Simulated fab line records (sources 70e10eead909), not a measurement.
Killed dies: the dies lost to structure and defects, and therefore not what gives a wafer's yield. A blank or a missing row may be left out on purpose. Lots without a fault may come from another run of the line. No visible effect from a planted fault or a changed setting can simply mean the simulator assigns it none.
One fault through the eyes of 2 desks    flow nand-harc    numbers are kept per desk, each desk with only its own; the story behind them comes last

## TOOL OWNER'S DESK, har-cap-etch-03
The tool's own readings at NHARC_A_CONTACT_ETCH_121 (etches the open film in C4F8/O2/Ar, time 190 s, target depth 1850 nm): means of the sampled wafers that have a number, for each lot that ran on this tool. A lot is out of limits, marked OUT, if its mean lies more than 4 standard deviations from the usual mean; the brackets give that distance.
Columns: A = chamber-pressure-mTorr at NHARC_A_CONTACT_ETCH_121, usual 19.999 mTorr
lot   first seen here  A
L945  day 22 03:22     19.993
L952  day 24 19:49     19.994
L954  day 25 22:34     20.013
L957  day 26 07:14     19.994
L964  day 29 19:27     19.992
L965  day 30 04:54     20.005
L967  day 30 21:16     20.015
This desk's verdict: no lot among the 7 shows anything out of limits.

## AT THE METROLOGY DESK
What the gauges read for every lot (on any tool): the sampled wafers with a number, averaged. A lot is out of limits, marked OUT, if its mean lies more than 4 standard deviations from the usual mean; the brackets give that distance.
Columns: A = cd-nm at NHARC_THIN_TSV_CD_MEAS_16, usual 1001.1 nm
lot   first seen here  A
L947  day 25 03:30     1001.6
L945  day 25 04:41     1002.0
L946  day 25 07:05     999.1
L949  day 26 08:47     1002.2
L952  day 27 00:58     999.1
L954  day 28 02:27     1001.9
L957  day 28 11:57     1000.7
L961  day 29 19:22     1003.3
L959  day 30 02:33     1002.0
L960  day 30 03:46     999.6
L964  day 32 04:43     1000.7
L965  day 32 16:08     1000.0
L968  day 32 21:34     1003.0
L967  day 32 22:31     998.6
This desk's verdict: no lot among the 14 shows anything out of limits.

## BROUGHT TOGETHER
The desk of the tool owner found nothing out of limits.
From the metrology desk's view, nothing was out of limits.

## WHAT HAD BEEN PUT IN BY THE SIMULATOR
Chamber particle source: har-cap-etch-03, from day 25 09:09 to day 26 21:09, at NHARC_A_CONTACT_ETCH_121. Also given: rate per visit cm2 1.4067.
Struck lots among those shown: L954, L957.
